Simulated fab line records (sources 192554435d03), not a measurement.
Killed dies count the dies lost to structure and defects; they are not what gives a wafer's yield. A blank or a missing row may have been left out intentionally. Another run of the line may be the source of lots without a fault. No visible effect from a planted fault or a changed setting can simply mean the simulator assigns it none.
fab line records / flow n5-finfet
[record] lots = 6 wafers = 18 last-day = 17
route steps=1938 shown BEOL_M5@1134
lots with no fault: from the same line, run without faults
start-h: start of the lot's first displayed wafer, in hours after the record's first day / wait-h: hours from the lot's prior step to this one / " repeats the value in the row above / L1.1+2: a single row standing in for several wafers / - no value present, or no start provided / * or withheld: withheld / < > ~ a bound
route shown NAME@n: NAME is a module with steps in the file, n the number in the route of the first one / usual: average and standard deviation across the fault-free wafers / same: alike in all rows / chamber/n: place in a boat / sites: per-site readings / _std_site: standard deviation of those values / _edge_site: inner sites' mean taken away from outer sites' mean / radius-mm: for every site, how far away it sits from the centre of the wafer / mask NAME#n: copy n / behind: the tool/chamber that last shaped the wafer / hold: cause of the lot's hold/its duration in hours/its outcome / device: names the non-switching transistor (n, p or np) / end of line: the same wafers' tests at the end of the route / for a step that has no rows: nothing shown but its recipe / killed: not the wafer's yield, but the dies lost to structure and defects at the first sort / map: the dies of a wafer, with x for killed, . for not killed, _ for no die there
set.NAME: the run value of the setting; set.NAME@STEP: its run value at that earlier step / model.NAME: the simulator's own value behind a step, which no gauge read
lots at some steps of the route; a table a step, a row a wafer
services: a tool's chamber out of use, with start hour (start-h, from the record's first day; less than 0 if before it), hours out, and reason
[[steps]]
[step N5_BEOL_M5_STRIP_73]
[recipe] chemistry = N2/H2 temp-c = 40 n2-flow-sccm = 200 h2-flow-sccm = 200 rf-frequency-hz = 6e+07
[step N5_BEOL_M5_STRIP_64]
[recipe] chemistry = CF4 resist = SiARC power-w = 300 bias-power-w = 75 pressure-mtorr = 50 cf4-flow-sccm = 150 rf-frequency-hz = 6e+07
[usual] drypump-motor-current-A = 5.7/0.47 oes-product-au = 0.79/0.077 rf-vpp-V = 271.1/1.2 showerhead-plenum-p-Torr = 1.79/0.04 throttle-valve-pct = 13.60/0.24
lot.wafer=L757.2 tool=rie-diel-04 chamber=1 start-h=219.02 wait-h=0.0 drypump-motor-current-A=5.2 oes-product-au=0.70 rf-hours-counter-h=212 rf-vpp-V=270.3 showerhead-plenum-p-Torr=1.77 throttle-valve-pct=13.62
lot.wafer=L757.3 tool=rie-diel-04 chamber=0 start-h=219.02 wait-h=0.0 drypump-motor-current-A=5.9 oes-product-au=0.71 rf-hours-counter-h=193 rf-vpp-V=269.2 showerhead-plenum-p-Torr=1.78 throttle-valve-pct=13.87
lot.wafer=L757.5 tool=rie-diel-04 chamber=2 start-h=219.02 wait-h=0.0 drypump-motor-current-A=5.7 oes-product-au=0.67 rf-hours-counter-h=- rf-vpp-V=269.6 showerhead-plenum-p-Torr=1.70 throttle-valve-pct=14.01
lot.wafer=L758.1 tool=rie-diel-03 chamber=0 start-h=222.68 wait-h=0.0 drypump-motor-current-A=5.1 oes-product-au=0.71 rf-hours-counter-h=212 rf-vpp-V=271.1 showerhead-plenum-p-Torr=1.79 throttle-valve-pct=13.82
lot.wafer=L758.2 tool=rie-diel-03 chamber=3 start-h=222.68 wait-h=0.0 drypump-motor-current-A=6.3 oes-product-au=0.84 rf-hours-counter-h=64 rf-vpp-V=271.1 showerhead-plenum-p-Torr=1.80 throttle-valve-pct=13.59
lot.wafer=L758.3 tool=rie-diel-03 chamber=1 start-h=222.68 wait-h=0.0 drypump-motor-current-A=5.3 oes-product-au=0.86 rf-hours-counter-h=34 rf-vpp-V=274.5 showerhead-plenum-p-Torr=1.88 throttle-valve-pct=13.51
lot.wafer=L765.2 tool=rie-diel-03 chamber=2 start-h=261.60 wait-h=0.0 drypump-motor-current-A=5.3 oes-product-au=0.86 rf-hours-counter-h=24 rf-vpp-V=269.5 showerhead-plenum-p-Torr=1.76 throttle-valve-pct=13.18
lot.wafer=L765.4 tool=rie-diel-03 chamber=3 start-h=261.60 wait-h=0.0 drypump-motor-current-A=6.4 oes-product-au=0.83 rf-hours-counter-h=70 rf-vpp-V=272.3 showerhead-plenum-p-Torr=1.80 throttle-valve-pct=13.60
lot.wafer=L765.6 tool=rie-diel-03 chamber=1 start-h=261.60 wait-h=0.0 drypump-motor-current-A=5.3 oes-product-au=0.85 rf-hours-counter-h=- rf-vpp-V=271.8 showerhead-plenum-p-Torr=1.88 throttle-valve-pct=13.51
lot.wafer=L764.1 tool=rie-diel-06 chamber=2 start-h=263.86 wait-h=0.0 drypump-motor-current-A=6.1 oes-product-au=0.68 rf-hours-counter-h=247 rf-vpp-V=270.1 showerhead-plenum-p-Torr=1.77 throttle-valve-pct=13.94
lot.wafer=L764.5 tool=rie-diel-06 chamber=2 start-h=263.86 wait-h=0.0 drypump-motor-current-A=6.1 oes-product-au=0.67 rf-hours-counter-h=- rf-vpp-V=270.6 showerhead-plenum-p-Torr=1.77 throttle-valve-pct=13.92
lot.wafer=L764.6 tool=rie-diel-06 chamber=3 start-h=263.86 wait-h=0.0 drypump-motor-current-A=6.2 oes-product-au=0.83 rf-hours-counter-h=- rf-vpp-V=271.8 showerhead-plenum-p-Torr=1.81 throttle-valve-pct=13.39
lot.wafer=L774.1 tool=rie-diel-03 chamber=0 start-h=311.91 wait-h=0.0 drypump-motor-current-A=5.1 oes-product-au=0.70 rf-hours-counter-h=234 rf-vpp-V=271.3 showerhead-plenum-p-Torr=1.79 throttle-valve-pct=13.88
lot.wafer=L774.2 tool=rie-diel-03 chamber=3 start-h=311.91 wait-h=0.0 drypump-motor-current-A=6.3 oes-product-au=0.82 rf-hours-counter-h=85 rf-vpp-V=271.2 showerhead-plenum-p-Torr=1.80 throttle-valve-pct=13.65
lot.wafer=L774.4 tool=rie-diel-03 chamber=1 start-h=311.91 wait-h=0.0 drypump-motor-current-A=5.4 oes-product-au=0.83 rf-hours-counter-h=- rf-vpp-V=273.0 showerhead-plenum-p-Torr=1.88 throttle-valve-pct=13.55
lot.wafer=L773.1 tool=rie-diel-06 chamber=1 start-h=312.62 wait-h=0.0 drypump-motor-current-A=5.7 oes-product-au=0.70 rf-hours-counter-h=219 rf-vpp-V=270.5 showerhead-plenum-p-Torr=1.78 throttle-valve-pct=13.96
lot.wafer=L773.3 tool=rie-diel-06 chamber=0 start-h=312.62 wait-h=0.0 drypump-motor-current-A=5.2 oes-product-au=0.77 rf-hours-counter-h=117 rf-vpp-V=270.6 showerhead-plenum-p-Torr=1.75 throttle-valve-pct=13.57
lot.wafer=L773.4 tool=rie-diel-06 chamber=3 start-h=312.62 wait-h=0.0 drypump-motor-current-A=6.2 oes-product-au=0.81 rf-hours-counter-h=82 rf-vpp-V=271.3 showerhead-plenum-p-Torr=1.81 throttle-valve-pct=13.43
[step N5_BEOL_M5_HM_OPEN_17]
[recipe] chemistry = Cl2/BCl3 target-depth-a = 200 overetch-a = 60 target = TiN mask-material = SOC ion-energy-ev = 150 pressure-mtorr = 10 icp-w = 1000 bias-w = 126 Cl2_flow_sccm = 53.25 bcl3-flow-sccm = 21.75 Ar_flow_sccm = 25
[usual] bcl3-flow-sccm = 21.75/0.064 drypump-motor-current-A = 5.8/0.62 oes-product-au = 0.70/0.096 throttle-valve-pct = 22.00/0.16
lot.wafer=L757.2 tool=rie-metal-03 chamber=1 start-h=219.09 wait-h=0.1 bcl3-flow-sccm=21.78 drypump-motor-current-A=5.4 oes-product-au=0.80 rf-hours-counter-h=- throttle-valve-pct=21.90
lot.wafer=L757.3 tool=rie-metal-03 chamber=1 start-h=219.09 wait-h=0.1 bcl3-flow-sccm=21.82 drypump-motor-current-A=5.4 oes-product-au=0.82 rf-hours-counter-h=- throttle-valve-pct=21.89
lot.wafer=L757.5 tool=rie-metal-03 chamber=1 start-h=219.09 wait-h=0.1 bcl3-flow-sccm=21.78 drypump-motor-current-A=5.4 oes-product-au=0.81 rf-hours-counter-h=- throttle-valve-pct=21.89
lot.wafer=L758.1 tool=rie-metal-02 chamber=1 start-h=222.72 wait-h=0.0 bcl3-flow-sccm=21.65 drypump-motor-current-A=6.6 oes-product-au=0.56 rf-hours-counter-h=82 throttle-valve-pct=21.92
lot.wafer=L758.2 tool=rie-metal-02 chamber=0 start-h=222.72 wait-h=0.0 bcl3-flow-sccm=21.75 drypump-motor-current-A=6.0 oes-product-au=0.78 rf-hours-counter-h=3 throttle-valve-pct=22.12
lot.wafer=L758.3 tool=rie-metal-02 chamber=1 start-h=222.72 wait-h=0.0 bcl3-flow-sccm=21.73 drypump-motor-current-A=6.5 oes-product-au=0.57 rf-hours-counter-h=- throttle-valve-pct=21.94
lot.wafer=L765.2 tool=rie-metal-03 chamber=1 start-h=261.64 wait-h=0.0 bcl3-flow-sccm=21.83 drypump-motor-current-A=5.4 oes-product-au=0.79 rf-hours-counter-h=7 throttle-valve-pct=21.91
lot.wafer=L765.4 tool=rie-metal-03 chamber=1 start-h=261.64 wait-h=0.0 bcl3-flow-sccm=21.76 drypump-motor-current-A=5.4 oes-product-au=0.78 rf-hours-counter-h=- throttle-valve-pct=21.89
lot.wafer=L765.6 tool=rie-metal-03 chamber=1 start-h=261.64 wait-h=0.0 bcl3-flow-sccm=21.79 drypump-motor-current-A=5.4 oes-product-au=0.77 rf-hours-counter-h=- throttle-valve-pct=21.93
lot.wafer=L764.1 tool=rie-metal-01 chamber=1 start-h=263.90 wait-h=0.0 bcl3-flow-sccm=21.79 drypump-motor-current-A=4.7 oes-product-au=0.75 rf-hours-counter-h=14 throttle-valve-pct=21.96
lot.wafer=L764.5 tool=rie-metal-01 chamber=0 start-h=263.90 wait-h=0.0 bcl3-flow-sccm=21.62 drypump-motor-current-A=6.0 oes-product-au=0.60 rf-hours-counter-h=- throttle-valve-pct=21.86
lot.wafer=L764.6 tool=rie-metal-01 chamber=1 start-h=263.90 wait-h=0.0 bcl3-flow-sccm=21.65 drypump-motor-current-A=4.8 oes-product-au=0.75 rf-hours-counter-h=- throttle-valve-pct=21.93
lot.wafer=L774.1 tool=rie-metal-01 chamber=1 start-h=311.95 wait-h=0.0 bcl3-flow-sccm=21.80 drypump-motor-current-A=4.8 oes-product-au=0.74 rf-hours-counter-h=19 throttle-valve-pct=21.95
lot.wafer=L774.2 tool=rie-metal-01 chamber=0 start-h=311.95 wait-h=0.0 bcl3-flow-sccm=21.85 drypump-motor-current-A=6.0 oes-product-au=0.60 rf-hours-counter-h=76 throttle-valve-pct=21.88
lot.wafer=L774.4 tool=rie-metal-01 chamber=1 start-h=311.95 wait-h=0.0 bcl3-flow-sccm=21.67 drypump-motor-current-A=4.7 oes-product-au=0.74 rf-hours-counter-h=- throttle-valve-pct=21.94
lot.wafer=L773.1 tool=rie-metal-02 chamber=1 start-h=312.66 wait-h=0.0 bcl3-flow-sccm=21.75 drypump-motor-current-A=6.6 oes-product-au=0.56 rf-hours-counter-h=89 throttle-valve-pct=21.94
lot.wafer=L773.3 tool=rie-metal-02 chamber=1 start-h=312.66 wait-h=0.0 bcl3-flow-sccm=21.70 drypump-motor-current-A=6.6 oes-product-au=0.56 rf-hours-counter-h=- throttle-valve-pct=21.92
lot.wafer=L773.4 tool=rie-metal-02 chamber=0 start-h=312.66 wait-h=0.0 bcl3-flow-sccm=21.78 drypump-motor-current-A=6.0 oes-product-au=0.74 rf-hours-counter-h=- throttle-valve-pct=22.14
[step N5_BEOL_M5_STRIP_19]
[recipe] chemistry = O2 power-w = 400 temp-c = 40 pressure-mtorr = 30 rf-frequency-hz = 6e+07 bias-power-w = 0 overash-fraction = 0.2 o2-flow-sccm = 225
[usual] drypump-motor-current-A = 5.6/0.43 oes-product-au = 0.80/0.089 rf-vpp-V = 3.7/0.46 showerhead-plenum-p-Torr = 2.10/0.07 throttle-valve-pct = 16.75/0.22
lot.wafer=L757.2 tool=rie-diel-03 chamber=0 start-h=219.26 wait-h=0.1 drypump-motor-current-A=5.1 oes-product-au=0.72 rf-hours-counter-h=211 rf-vpp-V=3.8 showerhead-plenum-p-Torr=2.07 throttle-valve-pct=16.75
lot.wafer=L757.3 tool=rie-diel-03 chamber=1 start-h=219.26 wait-h=0.1 drypump-motor-current-A=5.4 oes-product-au=0.87 rf-hours-counter-h=33 rf-vpp-V=3.9 showerhead-plenum-p-Torr=2.24 throttle-valve-pct=16.73
lot.wafer=L757.5 tool=rie-diel-03 chamber=1 start-h=219.26 wait-h=0.1 drypump-motor-current-A=5.4 oes-product-au=0.88 rf-hours-counter-h=- rf-vpp-V=3.8 showerhead-plenum-p-Torr=2.24 throttle-valve-pct=16.74
lot.wafer=L758.1 tool=rie-diel-06 chamber=0 start-h=222.83 wait-h=0.1 drypump-motor-current-A=5.2 oes-product-au=0.80 rf-hours-counter-h=84 rf-vpp-V=2.9 showerhead-plenum-p-Torr=2.02 throttle-valve-pct=16.47
lot.wafer=L758.2 tool=rie-diel-06 chamber=3 start-h=222.83 wait-h=0.1 drypump-motor-current-A=6.2 oes-product-au=0.86 rf-hours-counter-h=47 rf-vpp-V=3.9 showerhead-plenum-p-Torr=2.12 throttle-valve-pct=16.48
lot.wafer=L758.3 tool=rie-diel-06 chamber=2 start-h=222.83 wait-h=0.1 drypump-motor-current-A=6.0 oes-product-au=0.67 rf-hours-counter-h=232 rf-vpp-V=3.9 showerhead-plenum-p-Torr=2.06 throttle-valve-pct=16.87
lot.wafer=L765.2 tool=rie-diel-03 chamber=1 start-h=261.98 wait-h=0.3 drypump-motor-current-A=5.4 oes-product-au=0.86 rf-hours-counter-h=41 rf-vpp-V=3.3 showerhead-plenum-p-Torr=2.23 throttle-valve-pct=16.74
lot.wafer=L765.4 tool=rie-diel-03 chamber=2 start-h=261.98 wait-h=0.3 drypump-motor-current-A=5.3 oes-product-au=0.88 rf-hours-counter-h=24 rf-vpp-V=3.5 showerhead-plenum-p-Torr=2.06 throttle-valve-pct=16.30
lot.wafer=L765.6 tool=rie-diel-03 chamber=3 start-h=261.98 wait-h=0.3 drypump-motor-current-A=6.4 oes-product-au=0.86 rf-hours-counter-h=- rf-vpp-V=3.3 showerhead-plenum-p-Torr=2.14 throttle-valve-pct=16.87
lot.wafer=L764.1 tool=rie-diel-06 chamber=2 start-h=264.01 wait-h=0.1 drypump-motor-current-A=6.1 oes-product-au=0.67 rf-hours-counter-h=247 rf-vpp-V=3.6 showerhead-plenum-p-Torr=2.05 throttle-valve-pct=16.89
lot.wafer=L764.5 tool=rie-diel-06 chamber=0 start-h=264.01 wait-h=0.1 drypump-motor-current-A=5.2 oes-product-au=0.79 rf-hours-counter-h=- rf-vpp-V=3.4 showerhead-plenum-p-Torr=2.01 throttle-valve-pct=16.49
lot.wafer=L764.6 tool=rie-diel-06 chamber=3 start-h=264.01 wait-h=0.1 drypump-motor-current-A=6.2 oes-product-au=0.84 rf-hours-counter-h=- rf-vpp-V=3.2 showerhead-plenum-p-Torr=2.12 throttle-valve-pct=16.51
lot.wafer=L774.1 tool=rie-diel-03 chamber=3 start-h=312.16 wait-h=0.2 drypump-motor-current-A=6.4 oes-product-au=0.84 rf-hours-counter-h=85 rf-vpp-V=3.5 showerhead-plenum-p-Torr=2.13 throttle-valve-pct=16.90
lot.wafer=L774.2 tool=rie-diel-03 chamber=1 start-h=312.16 wait-h=0.2 drypump-motor-current-A=5.4 oes-product-au=0.84 rf-hours-counter-h=58 rf-vpp-V=4.1 showerhead-plenum-p-Torr=2.23 throttle-valve-pct=16.79
lot.wafer=L774.4 tool=rie-diel-03 chamber=1 start-h=312.16 wait-h=0.2 drypump-motor-current-A=5.4 oes-product-au=0.84 rf-hours-counter-h=- rf-vpp-V=4.3 showerhead-plenum-p-Torr=2.23 throttle-valve-pct=16.78
lot.wafer=L773.1 tool=rie-diel-03 chamber=1 start-h=312.77 wait-h=0.1 drypump-motor-current-A=5.4 oes-product-au=0.84 rf-hours-counter-h=58 rf-vpp-V=4.0 showerhead-plenum-p-Torr=2.23 throttle-valve-pct=16.80
lot.wafer=L773.3 tool=rie-diel-03 chamber=0 start-h=312.77 wait-h=0.1 drypump-motor-current-A=5.1 oes-product-au=0.69 rf-hours-counter-h=235 rf-vpp-V=4.1 showerhead-plenum-p-Torr=2.06 throttle-valve-pct=16.80
lot.wafer=L773.4 tool=rie-diel-03 chamber=1 start-h=312.77 wait-h=0.1 drypump-motor-current-A=5.4 oes-product-au=0.84 rf-hours-counter-h=- rf-vpp-V=3.8 showerhead-plenum-p-Torr=2.23 throttle-valve-pct=16.79
[step N5_BEOL_M5_CD_MEAS_18]
[recipe] pitch-nm = 56 target-cd-nm = 28
[usual] cd-nm = 28.1/0.46
lot.wafer=L757.2 tool=cd-sem-01 chamber=- start-h=219.33 wait-h=0.1 cd-nm=27.7
lot.wafer=L757.3 tool=cd-sem-01 chamber=- start-h=219.33 wait-h=0.1 cd-nm=28.3
lot.wafer=L757.5 tool=cd-sem-01 chamber=- start-h=219.33 wait-h=0.1 cd-nm=28.1
lot.wafer=L758.1 tool=cd-sem-02 chamber=- start-h=222.90 wait-h=0.0 cd-nm=28.0
lot.wafer=L758.2 tool=cd-sem-02 chamber=- start-h=222.90 wait-h=0.0 cd-nm=27.4
lot.wafer=L758.3 tool=cd-sem-02 chamber=- start-h=222.90 wait-h=0.0 cd-nm=28.3
lot.wafer=L765.2 tool=cd-sem-01 chamber=- start-h=262.05 wait-h=0.1 cd-nm=28.0
lot.wafer=L765.4 tool=cd-sem-01 chamber=- start-h=262.05 wait-h=0.1 cd-nm=27.0
lot.wafer=L765.6 tool=cd-sem-01 chamber=- start-h=262.05 wait-h=0.1 cd-nm=27.7
lot.wafer=L764.1 tool=cd-sem-01 chamber=- start-h=264.08 wait-h=0.0 cd-nm=28.5
lot.wafer=L764.5 tool=cd-sem-01 chamber=- start-h=264.08 wait-h=0.0 cd-nm=28.2
lot.wafer=L764.6 tool=cd-sem-01 chamber=- start-h=264.08 wait-h=0.0 cd-nm=28.2
lot.wafer=L774.1 tool=cd-sem-03 chamber=- start-h=312.23 wait-h=0.0 cd-nm=27.7
lot.wafer=L774.2 tool=cd-sem-03 chamber=- start-h=312.23 wait-h=0.0 cd-nm=27.4
lot.wafer=L774.4 tool=cd-sem-03 chamber=- start-h=312.23 wait-h=0.0 cd-nm=28.2
lot.wafer=L773.1 tool=cd-sem-02 chamber=- start-h=312.84 wait-h=0.0 cd-nm=28.3
lot.wafer=L773.3 tool=cd-sem-02 chamber=- start-h=312.84 wait-h=0.0 cd-nm=28.1
lot.wafer=L773.4 tool=cd-sem-02 chamber=- start-h=312.84 wait-h=0.0 cd-nm=28.3
[step N5_BEOL_M5_COAT_65]
[recipe] resist = SOC temp-c = 250 time-s = 60 spin-rpm = 1500 resist-thk-nm = 60
[step N5_BEOL_M5_COAT_66]
[recipe] resist = SiARC temp-c = 220 time-s = 60 spin-rpm = 1500 resist-thk-nm = 12
[step N5_BEOL_M5_COAT_74]
[recipe] resist = underlayer temp-c = 205 time-s = 60 spin-rpm = 1500 resist-thk-nm = 5
[step N5_BEOL_M5_COAT_22]
[recipe] resist = CAR-EUV spin-rpm = 1500 resist-thk-nm = 30
[step N5_BEOL_M5_EBR_24]
[recipe] solvent = PGMEA ebr-width-mm = 1.5
[step N5_BEOL_M5_SOFTBAKE_23]
[recipe] temp-c = 110 time-s = 60 resist = CAR-EUV
[step N5_BEOL_M5_EXPOSE_25]
[recipe] mask-id = V4 na = 0.33 source-shape = quasar sigma-inner = 0.2 sigma-outer = 0.6 polarization = unpolarized defocus-nm = 10 dose-mj = 52.75
[step N5_BEOL_M5_PEB_26]
[recipe] peb-temp-c = 100 peb-time-s = 60 resist = CAR-EUV
[usual] chill-plate-temp-C = 22.98/0.11 exhaust-pa = 45.2/0.82 heater-power-total-W = 153.9/1.1 plate-temp-C = 99.99/0.12
lot.wafer=L757.2 tool=litho-track-02 chamber=0 start-h=221.55 wait-h=0.1 chill-plate-temp-C=23.17 exhaust-pa=45.2 heater-power-total-W=152.9 plate-temp-C=100.00
lot.wafer=L757.3 tool=litho-track-02 chamber=0 start-h=221.55 wait-h=0.1 chill-plate-temp-C=23.14 exhaust-pa=45.7 heater-power-total-W=152.8 plate-temp-C=100.03
lot.wafer=L757.5 tool=litho-track-02 chamber=0 start-h=221.55 wait-h=0.1 chill-plate-temp-C=23.21 exhaust-pa=45.3 heater-power-total-W=154.0 plate-temp-C=99.95
lot.wafer=L758.1 tool=litho-track-05 chamber=0 start-h=223.63 wait-h=0.1 chill-plate-temp-C=23.01 exhaust-pa=45.2 heater-power-total-W=152.5 plate-temp-C=100.20
lot.wafer=L758.2 tool=litho-track-05 chamber=0 start-h=223.63 wait-h=0.1 chill-plate-temp-C=22.85 exhaust-pa=45.2 heater-power-total-W=155.1 plate-temp-C=99.98
lot.wafer=L758.3 tool=litho-track-05 chamber=0 start-h=223.63 wait-h=0.1 chill-plate-temp-C=23.03 exhaust-pa=45.6 heater-power-total-W=154.1 plate-temp-C=100.16
lot.wafer=L765.2 tool=litho-track-03 chamber=- start-h=262.30 wait-h=0.1 chill-plate-temp-C=- exhaust-pa=- heater-power-total-W=- plate-temp-C=-
lot.wafer=L765.4 tool=litho-track-03 chamber=- start-h=262.30 wait-h=0.1 chill-plate-temp-C=- exhaust-pa=- heater-power-total-W=- plate-temp-C=-
lot.wafer=L765.6 tool=litho-track-03 chamber=- start-h=262.30 wait-h=0.1 chill-plate-temp-C=- exhaust-pa=- heater-power-total-W=- plate-temp-C=-
lot.wafer=L764.1 tool=litho-track-05 chamber=- start-h=264.43 wait-h=0.1 chill-plate-temp-C=- exhaust-pa=- heater-power-total-W=- plate-temp-C=-
lot.wafer=L764.5 tool=litho-track-05 chamber=- start-h=264.43 wait-h=0.1 chill-plate-temp-C=- exhaust-pa=- heater-power-total-W=- plate-temp-C=-
lot.wafer=L764.6 tool=litho-track-05 chamber=- start-h=264.43 wait-h=0.1 chill-plate-temp-C=- exhaust-pa=- heater-power-total-W=- plate-temp-C=-
lot.wafer=L774.1 tool=litho-track-05 chamber=0 start-h=312.75 wait-h=0.1 chill-plate-temp-C=23.01 exhaust-pa=44.0 heater-power-total-W=153.7 plate-temp-C=99.80
lot.wafer=L774.2 tool=litho-track-05 chamber=0 start-h=312.75 wait-h=0.1 chill-plate-temp-C=22.81 exhaust-pa=45.2 heater-power-total-W=154.8 plate-temp-C=100.01
lot.wafer=L774.4 tool=litho-track-05 chamber=0 start-h=312.75 wait-h=0.1 chill-plate-temp-C=22.89 exhaust-pa=45.6 heater-power-total-W=153.2 plate-temp-C=99.95
lot.wafer=L773.1 tool=litho-track-02 chamber=0 start-h=313.78 wait-h=0.1 chill-plate-temp-C=22.94 exhaust-pa=44.2 heater-power-total-W=153.0 plate-temp-C=100.05
lot.wafer=L773.3 tool=litho-track-02 chamber=0 start-h=313.78 wait-h=0.1 chill-plate-temp-C=22.95 exhaust-pa=43.6 heater-power-total-W=153.5 plate-temp-C=100.01
lot.wafer=L773.4 tool=litho-track-02 chamber=0 start-h=313.78 wait-h=0.1 chill-plate-temp-C=23.01 exhaust-pa=43.6 heater-power-total-W=155.3 plate-temp-C=100.13
[step N5_BEOL_M5_DEVELOP_27]
[recipe] develop-time-s = 30 developer = TMAH resist = CAR-EUV rinse-liquid = surfactant-rinse dry = air-spin dev-temp-c = 23
[[services]]
tool=rie-metal-03 chamber=0 start-h=206.55 hours=- kind=clean
tool=rie-metal-03 chamber=0 start-h=206.55 hours=12.7 kind=scheduled-down
tool=rie-metal-03 chamber=0 start-h=206.55 hours=12.7 kind=vent-cycle
tool=rie-metal-01 chamber=- start-h=219.49 hours=2.8 kind=pm
tool=rie-diel-03 chamber=- start-h=239.00 hours=15.6 kind=pm
tool=rie-diel-04 chamber=2 start-h=254.55 hours=- kind=clean
tool=rie-diel-04 chamber=2 start-h=254.55 hours=- kind=consumable-replace:focus-ring
tool=rie-diel-04 chamber=2 start-h=254.55 hours=- kind=consumable-replace:showerhead
tool=rie-diel-04 chamber=2 start-h=254.55 hours=11.3 kind=scheduled-down
tool=rie-diel-04 chamber=2 start-h=254.55 hours=11.3 kind=vent-cycle
tool=rie-diel-06 chamber=0 start-h=267.66 hours=4.5 kind=repair
tool=rie-metal-03 chamber=- start-h=271.03 hours=0.4 kind=repair
tool=rie-diel-06 chamber=2 start-h=272.21 hours=- kind=clean
tool=rie-diel-06 chamber=2 start-h=272.21 hours=- kind=consumable-replace:focus-ring
tool=rie-diel-06 chamber=2 start-h=272.21 hours=23.9 kind=scheduled-down
tool=rie-diel-06 chamber=2 start-h=272.21 hours=23.9 kind=vent-cycle
tool=rie-diel-04 chamber=3 start-h=278.44 hours=4.5 kind=repair
tool=rie-diel-03 chamber=2 start-h=296.51 hours=115.9 kind=repair
tool=rie-diel-04 chamber=3 start-h=296.85 hours=3.5 kind=repair
[[key]]
[first-sign] step = N5_BEOL_M5_PEB_26 reading = tool-record direction = missing
effect none on later readings
met-at N5_BEOL_M5_PEB_26
struck-wafers L764.1,L764.5,L764.6,L765.2,L765.4,L765.6
later-rows-left-out L764.1,L764.5,L764.6,L765.2,L765.4,L765.6
sort-left-out L764.1,L764.5,L764.6,L765.2,L765.4,L765.6
onset-between 223.63 262.30
[earlier-fault] kind = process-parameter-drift tool = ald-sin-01 chamber = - onset-h = 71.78 steps = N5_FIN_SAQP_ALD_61 channel = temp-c offset = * shape = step end-h = 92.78 acts-in = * stated = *
[fault] kind = skipped-step-whole tool = litho-track-03,litho-track-05 chamber = - onset-h = 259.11 steps = N5_BEOL_M5_PEB_26 scope = struck-lots-only
// sort-left-out: the simulated sort isn't trusted on such a fault, so these wafers' sort isn't shown, and their yield isn't known
// later-rows-left-out: the simulator's readings of these wafers behind a module that went badly wrong aren't trusted and aren't shown, but for the sort
